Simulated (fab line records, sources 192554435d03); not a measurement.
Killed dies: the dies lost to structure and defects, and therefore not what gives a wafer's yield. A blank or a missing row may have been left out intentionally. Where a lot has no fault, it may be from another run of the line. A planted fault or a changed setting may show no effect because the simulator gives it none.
A lot that was struck, set against a sound lot || flow n5Finfet || 15 steps out of a route of 1938
Sound: these wafers, L650.2, L650.3, L650.6. Struck: wafer L653.3; the same lot's L653.1 was not struck, so it is left out; see the end for the cause.
At each step with rows: each side's tool, then ch and its chambers, then its first start. Under that, the readings that differ: sound wafers || struck wafers || difference of the means || sigmas: that difference in standard deviations of wafers without a fault.
alike: words and numbers the same on both sides, and readings whose means are apart by under 2 such deviations; not compared: readings that were withheld, readings missing a value for some wafer, numbers with overlapping values and no deviation given by the record, and bounds like >300 which may hide the same value.
The two part at a step that has a row with sigmas, a row that says differs or no value, or rows on one side only. Numbers that don't overlap but have no deviation are shown without sigmas and don't part them. Lack of a reading on every wafer of one side parts them only where that side has two or more wafers.

N5_BEOL_M2_DESCUM_33: chemistry O2, time 7 s.
  sound on rieDiel-06 ch 0,2,3, day 9 07:07; struck on rieDiel-04 ch 3, day 9 21:04
{"reading": "rfVppV (V)", "sound": "242.3 243.6 243.5", "struck": 240.2, "difference": -2.9, "sigmas": -2}
  alike: drypumpMotorCurrentA, o2FlowSccm, oesProductAu, showerheadPlenumPTorr, throttleValvePct
  not compared: rfHoursCounterH
then, 2 steps without rows for these wafers: N5_BEOL_M2_ETCH_77 (etches underlayer in N2/H2, target depth 6.5 nm, time 5.2 s); N5_BEOL_M2_ETCH_69 (etches SiARC in CF4, target depth 15.6 nm, time 26 s).
N5_BEOL_M2_ALD_98: deposits SiO2, target thk 2.5 nm, pulse time 1 s, co reactant pulse time 1 s.
  sound on aldSin-01 ch 0,1, day 9 07:15; struck on aldSin-01 ch 1, day 9 21:12
  alike: heaterPowerOuterW, heaterPowerW, precursorPulseHeightRel
then, 1 step without rows for these wafers: N5_BEOL_M2_ETCHBACK_99 (etches SiO2 in CHF3, target depth 5 nm, time 10.4 s).
N5_BEOL_M2_ETCH_70: etches SOC in N2/H2, target depth 80 nm, overetch 24 nm, time 130 s.
  sound on rieDiel-01 ch 1,2,3, day 9 07:27; struck on rieDiel-04 ch 0, day 9 22:40
{"reading": "throttleValvePct (%)", "sound": "18.35 17.91 18.31", "struck": 17.66, "difference": -0.53, "sigmas": -2}
  alike: drypumpMotorCurrentA, oesProductAu, rfVppV, showerheadPlenumPTorr
  not compared: rfHoursCounterH
then, 2 steps without rows for these wafers: N5_BEOL_M2_STRIP_71 (strips in N2/H2); N5_BEOL_M2_STRIP_78 (strips in N2/H2).
N5_BEOL_M2_VIA_ETCH_34: etches the open film in C4F6/O2, target depth 69.4 nm, time 65.9 s.
  sound on rieDiel-01 ch 1,2,3, day 9 07:34; struck on rieDiel-04 ch 0, day 9 22:46
  alike: drypumpMotorCurrentA, oesProductAu, rfVppV, showerheadPlenumPTorr, throttleValvePct
  not compared: rfHoursCounterH
then, 1 step without rows for these wafers: N5_BEOL_M2_STRIP_83 (strips in C4F6/O2).
N5_BEOL_M2_STRIP_36: strips in N2/H2.
  sound on rieDiel-01 ch 1,2,3, day 9 07:37; struck on rieDiel-04 ch 0, day 9 22:49
{"reading": "rfVppV (V)", "sound": "59.2 59.1 60.5", "struck": 55.8, "difference": -3.8, "sigmas": -3}
  alike: drypumpMotorCurrentA, oesProductAu, showerheadPlenumPTorr, throttleValvePct
  not compared: rfHoursCounterH
then, 1 step without rows for these wafers: N5_BEOL_M2_TRENCH_ETCH_37 (etches SiOC in C4F6/O2, target depth 55.555 nm, time 29.2 s).
N5_BEOL_M2_ETCH_41: etches SiCN in CH3F/O2, target depth 29.9 nm, time 52.5 s.
  sound on rieDiel-01 ch 1,2,3, day 9 07:41; struck on rieDiel-04 ch 0, day 9 22:53
{"reading": "oesProductAu (a.u.)", "sound": "0.74 0.84 0.67", "struck": 1.10, "difference": "+0.35", "sigmas": "+5"}
{"reading": "throttleValvePct (%)", "sound": "16.57 16.32 16.98", "struck": 15.97, "difference": -0.65, "sigmas": -3}
{"reading": "model.etch.depthNm (nm)", "sound": "19.98 20.06 19.33", "struck": 29.62, "difference": "+9.83", "sigmas": ""}
  alike: drypumpMotorCurrentA, rfVppV, showerheadPlenumPTorr
  not compared: rfHoursCounterH
then, 1 step without rows for these wafers: N5_BEOL_M2_STRIP_97 (strips in N2/H2, time 10 s).
N5_BEOL_M4_RC_MEAS_101:
  sound on prober-01 ch 0, day 10 14:39; struck on prober-02 ch 0, day 11 07:19
{"reading": "ION_N (uA/um)", "sound": "688 673 660", "struck": 709, "difference": "+35", "sigmas": "+2"}
{"reading": "SS_N (mV/dec)", "sound": "71.0 70.5 71.1", "struck": 72.3, "difference": "+1.4", "sigmas": "+2"}
  alike: DIBL_N, DIBL_P, IOFF_N, IOFF_P, ION_P, SS_P, VT_N, VT_P

WHERE THEY PART
First at N5_BEOL_M2_DESCUM_33; last, within this record, at N5_BEOL_M4_RC_MEAS_101.

WHY: what the simulator had put in
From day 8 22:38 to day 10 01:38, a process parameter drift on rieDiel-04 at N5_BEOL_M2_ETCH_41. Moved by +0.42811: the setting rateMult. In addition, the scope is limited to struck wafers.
